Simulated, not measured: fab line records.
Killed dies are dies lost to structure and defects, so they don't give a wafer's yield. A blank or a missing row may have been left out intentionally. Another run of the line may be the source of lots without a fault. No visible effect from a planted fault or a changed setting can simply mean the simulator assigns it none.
3 desks, one fault	flow n5_finfet	each desk holds nothing but its own numbers, with what lay behind them at the end

FROM THE METROLOGY DESK
What the gauges read, lot by lot, whatever tool the lot ran on: means of the sampled wafers that have a number. A lot is out of limits, marked OUT, if its mean lies more than 4 standard deviations from the usual mean; the brackets give that distance. 7 of its 10 readings are shown, namely those furthest out on some lot.
Columns: A = DIBL_N at N5_BEOL_M4_RC_MEAS_101, usual 36.0 mV/V; B = IOFF_P at N5_BEOL_M4_RC_MEAS_101, usual 0.21 nA/um; C = ION_N at N5_BEOL_M4_RC_MEAS_101, usual 673 uA/um; D = ION_P at N5_BEOL_M4_RC_MEAS_101, usual 461 uA/um; E = SS_P at N5_BEOL_M4_RC_MEAS_101, usual 73.4 mV/dec; F = VT_N at N5_BEOL_M4_RC_MEAS_101, usual 250 mV; G = VT_P at N5_BEOL_M4_RC_MEAS_101, usual -251 mV
lot	first seen here	A	B	C	D	E	F	G
L420	day 8 17:45	38.5	0.27	685	468	73.7	245	-246
L423	day 9 07:55	36.4	0.26	675	469	74.3	249	-246
L424	day 9 20:40	32.9	0.19	659	453	72.7	250	-252
L425	day 10 00:22	37.0	0.22	667	459	73.9	253	-251
L426	day 10 02:14	36.1	0.22	677	463	73.7	247	-250
L427	day 10 04:03	37.1	0.20	661	456	73.8	252	-252
L436	day 13 00:16	35.6	0.19	673	455	73.5	253	-254
L438	day 13 17:27	36.7	0.24	687	470	73.5	247	-247
L440	day 14 13:20	36.0	0.17	668	454	73.2	252	-256
This desk's verdict: no lot among the 9 shows anything out of limits.

THE DEFECT DESK
Per lot, the means of the sampled wafers with a number show what the inspections along the route counted. A lot is out of limits, marked OUT, if its mean lies more than 4 standard deviations from the usual mean; the brackets give that distance.
Columns: A = raw_defect_count at N5_SDB_INSPECT_36, usual 38
lot	first seen here	A
L420	day 4 15:32	29
L423	day 5 11:34	23
L424	day 5 17:59	33
L425	day 6 01:59	49
L426	day 6 03:31	52
L427	day 6 09:28	25
L436	day 8 18:31	27
L438	day 9 06:07	37
L440	day 9 18:57	48
This desk's verdict: no lot among the 9 shows anything out of limits.

AT THE TOOL OWNER'S DESK: remote_plasma-02
The tool's own readings at N5_DUMMY_REMOVAL_PRECLEAN_08 (cleans in NF3:NH3, afs cycles 2, time 20 s, sublimation time 60 s): means of the sampled wafers that have a number, for each lot that ran on this tool. A lot is out of limits, marked OUT, if its mean lies more than 4 standard deviations from the usual mean; the brackets give that distance.
Columns: A = temp_c at N5_DUMMY_REMOVAL_PRECLEAN_08, usual 29.97 C
lot	first seen here	A
L420	day 4 15:48	29.87
L423	day 5 11:53	30.05
L424	day 5 18:16	32.31 (+21) OUT
L425	day 6 02:21	32.26 (+21) OUT
L426	day 6 03:59	32.31 (+21) OUT
L427	day 6 09:47	32.28 (+21) OUT
L436	day 8 18:53	30.13
L440	day 9 19:13	30.04
Finding of this desk: L424, L425, L426, L427 out of limits; the first was L424 at day 5 18:16, on temp_c at N5_DUMMY_REMOVAL_PRECLEAN_08. L420, L423, L436, L440 stayed within limits.

TAKEN TOGETHER
On L424, L425, L426, L427, at day 5 18:16, an alarm was possible from the tool owner's desk.
The metrology desk saw nothing out of limits.
The defect desk saw nothing out of limits.
The metrology desk has L424, L425, L426, L427 on record, within its limits.
The defect desk has L424, L425, L426, L427 on record, within its limits.
Every lot named ran N5_DUMMY_REMOVAL_PRECLEAN_08 on remote_plasma-02.

WHAT THE SIMULATOR HAD PUT IN
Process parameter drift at N5_DUMMY_REMOVAL_PRECLEAN_08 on remote_plasma-02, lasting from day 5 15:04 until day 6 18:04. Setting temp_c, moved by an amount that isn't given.
Lots struck among those shown: L424, L425, L426, L427.
How many hours passed from the start of the fault until each desk's first out-of-limits reading: the tool owner's desk, 3.
